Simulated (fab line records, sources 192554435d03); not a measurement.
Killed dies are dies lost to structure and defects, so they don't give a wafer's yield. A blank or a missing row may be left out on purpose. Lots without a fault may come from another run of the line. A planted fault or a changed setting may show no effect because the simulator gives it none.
Which tool did it? | flow n5_finfet | 11 lots, 33 wafers sampled, at 1 step of a route of 1938

WHAT THE GAUGES READ, wafer by wafer
N5_MIM_TOP_LITHO_INSPECT_12: inspects for defects (macro).
lot  | measured     | on                | raw_defect_count
L252 | day 12 08:56 | defect_inspect-01 | 1 4 2
L250 | day 12 09:04 | defect_inspect-01 | 2 0 2
L253 | day 12 12:43 | defect_inspect-01 | 1 7 3
L254 | day 13 02:15 | defect_inspect-02 | 1 1 2
L255 | day 13 15:40 | defect_inspect-01 | 1 2 4
L256 | day 13 16:03 | defect_inspect-02 | 4 2 4
L259 | day 14 14:31 | defect_inspect-01 | 2 1 0
L260 | day 14 14:34 | defect_inspect-01 | 2 1 3
L265 | day 16 07:08 | defect_inspect-02 | 1 3 3
L268 | day 16 21:14 | defect_inspect-02 | 1 5 1
L272 | day 18 19:01 | defect_inspect-01 | 2 4 2

WHICH TOOL RAN EACH LOT (tool, then ch and the chambers of the sampled wafers, then the start)
The record holds no process step before these readings.

THE ANSWER, worked out from the rows above alone
Rule: what is usual is taken from the lots themselves. Put in order of their means at a reading, lots are off if they are a third of the lots or fewer, leave a main group of 4 or more, and stand apart from it by a gap of 3 or more times the standard deviation of the main group's means; of several such gaps the widest counts. A main group whose means are all the same, to the digits that the tables above print for the reading, isn't used. A lot without any number at a reading at which 4 lots or more have one is off too. The other lots that the step has rows for count as sound.
No lot is off at any reading shown: from this, nothing can be told.

WHAT THE SIMULATOR HAD PUT IN
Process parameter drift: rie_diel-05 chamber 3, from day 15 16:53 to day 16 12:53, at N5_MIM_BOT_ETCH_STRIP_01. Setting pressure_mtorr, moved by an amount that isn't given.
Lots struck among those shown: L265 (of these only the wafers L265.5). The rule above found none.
